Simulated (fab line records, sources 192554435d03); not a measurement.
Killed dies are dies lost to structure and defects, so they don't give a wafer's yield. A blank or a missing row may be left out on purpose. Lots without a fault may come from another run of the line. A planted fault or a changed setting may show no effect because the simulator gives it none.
One fault seen from 2 desks | flow n5_finfet | each desk has only its own numbers; what lay behind them comes last

THE TOOL OWNER'S DESK: litho_track-03
The tool's own readings at N5_FIN_CUT_COAT_02 (resist thk 30 nm): means of the sampled wafers that have a number, for each lot that ran on this tool. A lot is out of limits, marked OUT, if its mean lies more than 4 standard deviations from the usual mean; the brackets give that distance.
Columns: A = chill_plate_temp_C at N5_FIN_CUT_COAT_02, usual 23.02 C; B = resist_line_temp_C at N5_FIN_CUT_COAT_02, usual 22.98 C; C = spin_speed_rpm at N5_FIN_CUT_COAT_02, usual 1500.0 rpm
lot  | first seen here | A     | B     | C
L210 | day 2 02:41     | 23.08 | 23.05 | 1499.6
L222 | day 5 05:32     | 22.79 | 23.02 | 1501.1
L229 | day 6 20:19     | 23.06 | 22.94 | 1614.3 (+99 or more) OUT
L232 | day 7 15:49     | 23.03 | 22.89 | 1614.8 (+99 or more) OUT
This desk's finding: out of limits on L229, L232; first on L229, day 6 20:19 (spin_speed_rpm at N5_FIN_CUT_COAT_02). In limits: L210, L222.

THE METROLOGY DESK
What the gauges read, lot by lot, whatever tool the lot ran on: means of the sampled wafers that have a number. A lot is out of limits, marked OUT, if its mean lies more than 4 standard deviations from the usual mean; the brackets give that distance. Of its 10 readings 7 are shown: those that lie furthest out on some lot.
Columns: A = DIBL_N at N5_BEOL_M4_RC_MEAS_101, usual 36.6 mV/V; B = IOFF_N at N5_BEOL_M4_RC_MEAS_101, usual 0.16 nA/um; C = IOFF_P at N5_BEOL_M4_RC_MEAS_101, usual 0.22 nA/um; D = ION_N at N5_BEOL_M4_RC_MEAS_101, usual 672 uA/um; E = SS_N at N5_BEOL_M4_RC_MEAS_101, usual 71.6 mV/dec; F = SS_P at N5_BEOL_M4_RC_MEAS_101, usual 73.5 mV/dec; G = VT_P at N5_BEOL_M4_RC_MEAS_101, usual -250 mV
lot  | first seen here | A    | B    | C    | D   | E    | F    | G
L211 | day 9 10:38     | 38.2 | 0.18 | 0.22 | 676 | 72.2 | 73.3 | -250
L210 | day 9 11:10     | 36.6 | 0.16 | 0.27 | 670 | 70.7 | 73.6 | -245
L216 | day 10 10:27    | 36.7 | 0.17 | 0.23 | 675 | 71.8 | 74.0 | -249
L221 | day 11 14:56    | 34.2 | 0.14 | 0.20 | 663 | 71.6 | 72.8 | -251
L222 | day 11 17:41    | 38.1 | 0.17 | 0.26 | 665 | 72.1 | 73.6 | -247
L229 | day 13 09:16    | 37.5 | 0.19 | 0.25 | 677 | 71.9 | 73.6 | -248
L232 | day 14 07:49    | 38.3 | 0.20 | 0.27 | 685 | 72.0 | 73.7 | -244
L231 | day 14 14:19    | 36.3 | 0.16 | 0.22 | 676 | 71.4 | 73.3 | -249
L233 | day 14 16:10    | 37.5 | 0.18 | 0.24 | 681 | 71.9 | 73.7 | -249
This desk's finding: nothing out of limits on any of the 9 lots.

PUT TOGETHER
The tool owner's desk could have raised an alarm at day 6 20:19, on L229, L232.
The metrology desk saw nothing out of limits.
The metrology desk has L229, L232 on record, within its limits.
Of the lots named, all ran N5_FIN_CUT_COAT_02 on litho_track-03.

WHAT THE SIMULATOR HAD PUT IN
Process parameter drift: litho_track-03, from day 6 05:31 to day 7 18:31, at N5_FIN_CUT_COAT_02. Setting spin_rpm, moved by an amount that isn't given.
Lots struck among those shown: L229, L232.
Hours from the fault's start to each desk's first reading out of limits: the tool owner's desk, 15.
